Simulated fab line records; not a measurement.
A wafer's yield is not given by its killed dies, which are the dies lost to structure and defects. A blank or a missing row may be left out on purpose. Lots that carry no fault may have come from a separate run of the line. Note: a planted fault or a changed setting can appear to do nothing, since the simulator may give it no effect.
Lot-split experiment + flow n5-finfet + 21 wafers read from 7 lots, route of 1938 steps

== ABOUT THE SPLIT ==
At N5_FIN_CUT_COAT_19 (time 60 s, resist thk 20 nm), the setting spin-rpm was moved away from the recipe's 1500 rpm on 8 of the 21 wafers read, by -8.3% to +7.0%. The other wafers ran this setting at the recipe's value.

== FROM THE SPLIT TO THE READING: what the file shows between them, 4 steps ==
- N5_FIN_CUT_COAT_29: time 60 s, resist thk 10 nm
- N5_FIN_CUT_COAT_02: resist thk 30 nm
- N5_FIN_CUT_DESCUM_13: chemistry O2, time 7 s
- N5_FIN_CUT_ETCH_30: etches underlayer in N2/H2, target depth 13 nm, time 10.4 s

== THE READING ==
etch.depth-nm (the simulator's own value, which no gauge read), in nm, at N5_FIN_CUT_ETCH_20 (etches SiARC in CF4, target depth 26 nm, time 43.3 s). There is no usual value for it anywhere in the file. Here, 13 wafers ran the recipe; their average is 20.03 nm with a standard deviation of 0.052 nm.

| wafer  | tool, chamber at the split | spin-rpm as run, rpm | against the recipe | etch.depth-nm, nm | against lot-mates on the recipe |
|--------|----------------------------|----------------------|--------------------|-------------------|---------------------------------|
| L077.3 | litho-track-03, 0          | 1375                 | -8.3%              | 20.91             | +0.89                           |
| L077.5 | litho-track-03, 0          | 1500                 | recipe             | 19.99             | -                               |
| L077.6 | litho-track-03, 0          | 1500                 | recipe             | 20.04             | -                               |
| L079.4 | litho-track-02, 0          | 1500                 | recipe             | 20.01             | -                               |
| L079.5 | litho-track-02, 0          | 1500                 | recipe             | 20                | -                               |
| L079.6 | litho-track-02, 0          | 1500                 | recipe             | 19.98             | -                               |
| L080.4 | litho-track-04, 0          | 1500                 | recipe             | 20.16             | -                               |
| L080.5 | litho-track-04, 0          | 1564                 | +4.3%              | 19.64             | -0.52                           |
| L080.6 | litho-track-04, 0          | 1564                 | +4.3%              | 19.59             | -0.57                           |
| L084.2 | litho-track-04, 0          | 1398                 | -6.8%              | 20.68             | +0.70                           |
| L084.3 | litho-track-04, 0          | 1500                 | recipe             | 19.98             | -                               |
| L084.6 | litho-track-04, 0          | 1398                 | -6.8%              | 20.76             | +0.78                           |
| L085.2 | litho-track-03, 0          | 1399                 | -6.7%              | 20.76             | +0.76                           |
| L085.3 | litho-track-03, 0          | 1500                 | recipe             | 20                | -                               |
| L085.5 | litho-track-03, 0          | 1399                 | -6.7%              | 20.65             | +0.65                           |
| L087.1 | litho-track-02, 0          | 1500                 | recipe             | 20.06             | -                               |
| L087.3 | litho-track-02, 0          | 1500                 | recipe             | 20.08             | -                               |
| L087.6 | litho-track-02, 0          | 1500                 | recipe             | 20.08             | -                               |
| L097.1 | litho-track-04, 0          | 1605                 | +7.0%              | 19.31             | -0.69                           |
| L097.3 | litho-track-04, 0          | 1500                 | recipe             | 20.01             | -                               |
| L097.5 | litho-track-04, 0          | 1500                 | recipe             | 19.98             | -                               |

FIT RESULTS
A straight line over all 21 wafers: etch.depth-nm changes by -0.102 nm for each +1% of spin-rpm; r = -0.99; the points scatter about the line by 0.05 nm.
The same after taking each lot's own level away (the mean of its wafers on the recipe; 21 wafers): -0.108 nm for each +1%; r = -1.00; scatter 0.041 nm.
The reading moves by 0.9 nm for the largest change in spin-rpm, on that fit.
The span of the lots' own levels, 19.980 to 20.160 nm, comes to 3.5 times the standard deviation stated above.
The two slopes are in agreement: the lot-to-lot level therefore moves the slope only a little.
Check: for one of the wafers moved furthest among these (-8.3%), held out of the fit, the line's prediction against its lot-mates is +0.896 nm. It came out at +0.895 nm against them.

== THESE WAFERS: OTHER SPLITS ==
Note: prior to the reading, these wafers also went through further splits. Each is held against what the fit with the lots' levels taken away leaves over:
| other split on the same wafers            | wafers away from the commonest value | r with etch.depth-nm (lot level and that fit taken away) |
|-------------------------------------------|--------------------------------------|----------------------------------------------------------|
| N5_ZERO_LAYER_ETCH_18 icp-w               | 6                                    | +0.18                                                    |
| N5_PMOS_HMC_CHANNEL_EPI_COAT_31 spin-rpm  | 5                                    | -0.30                                                    |
| N5_PMOS_HMC_CHANNEL_EPI_PEB_07 peb-temp-c | 7                                    | +0.44                                                    |

== THE WHOLE CHAIN: every reading that the file lists as answering this split, in the file's order ==
| step               | what it does                                         | reading                                                                          | change (the file's fit)               | r (the file's) |
|--------------------|------------------------------------------------------|----------------------------------------------------------------------------------|---------------------------------------|----------------|
| N5_FIN_CUT_COAT_19 | time 60 s, resist thk 20 nm                          | SiARC_of_FIN_CUT_COAT_19.thk-nm (the simulator's own value, which no gauge read) | -0.108 nm for each +1% of the setting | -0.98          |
| N5_FIN_CUT_ETCH_20 | etches SiARC in CF4, target depth 26 nm, time 43.3 s | etch.depth-nm (the simulator's own value, which no gauge read)                   | -0.107 nm for each +1% of the setting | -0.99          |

== THE FILE'S OWN FIT ==
etch.depth-nm changes by -0.107 nm for each +1% of spin-rpm, r = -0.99.
